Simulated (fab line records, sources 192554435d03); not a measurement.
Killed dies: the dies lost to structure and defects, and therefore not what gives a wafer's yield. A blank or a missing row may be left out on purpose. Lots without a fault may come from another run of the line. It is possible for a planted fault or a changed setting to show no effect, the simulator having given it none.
One fault seen from 3 desks | flow n5-finfet | each desk holds nothing but its own numbers, with what lay behind them at the end

FROM THE METROLOGY DESK
What the gauges read, lot by lot, whatever tool the lot ran on: means of the sampled wafers that have a number. Any lot whose mean is over 4 standard deviations away from the usual mean is out of limits and marked OUT; that distance is given in the brackets. 7 of its 24 readings are shown, namely those furthest out on some lot.
Columns: A = COMB_M12 at N5_BEOL_M15_RC_MEAS_101, usual 6.6e-12 S/m; B = COMB_M14 at N5_BEOL_M15_RC_MEAS_101, usual 4e-12 S/m; C = COMB_M7 at N5_BEOL_M15_RC_MEAS_101, usual 2.7e-11 S/m; D = COMB_M9 at N5_BEOL_M15_RC_MEAS_101, usual 1.5e-11 S/m; E = SERP_M14_max_site at N5_BEOL_M15_RC_MEAS_101, usual 0.164 ohm/um; F = SERP_M7 at N5_BEOL_M15_RC_MEAS_101, usual 13.8 ohm/um; G = SERP_M8 at N5_BEOL_M15_RC_MEAS_101, usual 13.6 ohm/um
lot  | first seen here | A       | B     | C       | D       | E     | F    | G
L902 | day 12 18:56    | 5.0e-12 | 4e-12 | 2.7e-11 | 1.5e-11 | 0.168 | 12.9 | 13.4
L912 | day 15 16:09    | 5.5e-12 | 5e-12 | 2.8e-11 | 1.3e-11 | 0.163 | 13.4 | 14.4
L916 | day 15 20:07    | 6.0e-12 | 5e-12 | 1.6e-11 | 1.3e-11 | 0.164 | 13.9 | 13.7
L922 | day 17 19:39    | 7.0e-12 | 4e-12 | 2.0e-11 | 1.0e-11 | 0.159 | 13.5 | 13.3
L924 | day 18 22:46    | 6.6e-12 | 3e-12 | 3.4e-11 | 1.7e-11 | 0.162 | 13.6 | 13.5
This desk found nothing out of limits on any of the 5 lots.

FOR THE TOOL OWNER'S DESK: pvd-sputter-02
The tool's own readings at N5_MIM_TOP_SPUTTER_03 (material TiN, target thk 35 nm, time 89.7 s): means of the sampled wafers that have a number, for each lot that ran on this tool. Any lot whose mean is over 4 standard deviations away from the usual mean is out of limits and marked OUT; that distance is given in the brackets.
Columns: A = throttle-valve-pct at N5_MIM_TOP_SPUTTER_03, usual 29.7 %
lot  | first seen here | A
L912 | day 15 19:34    | 30.1
L922 | day 17 23:31    | 30.1
L924 | day 19 03:04    | 30.2
This desk found nothing out of limits on any of the 3 lots.

THE DEFECT DESK
What the inspections along the route counted, lot by lot: means of the sampled wafers that have a number. Any lot whose mean is over 4 standard deviations away from the usual mean is out of limits and marked OUT; that distance is given in the brackets.
Columns: A = raw-defect-count at N5_BEOL_M15_INSPECT_55, usual 74
lot  | first seen here | A
L902 | day 12 18:58    | 72
L912 | day 15 16:10    | 87
L916 | day 15 20:08    | 75
L922 | day 17 19:40    | 67
L924 | day 18 22:47    | 99
This desk found nothing out of limits on any of the 5 lots.

BROUGHT TOGETHER
The metrology desk saw nothing out of limits.
Nothing out of limits was seen by the tool owner's desk.
The defect desk saw nothing out of limits.

WHAT THE SIMULATOR HAD PUT IN
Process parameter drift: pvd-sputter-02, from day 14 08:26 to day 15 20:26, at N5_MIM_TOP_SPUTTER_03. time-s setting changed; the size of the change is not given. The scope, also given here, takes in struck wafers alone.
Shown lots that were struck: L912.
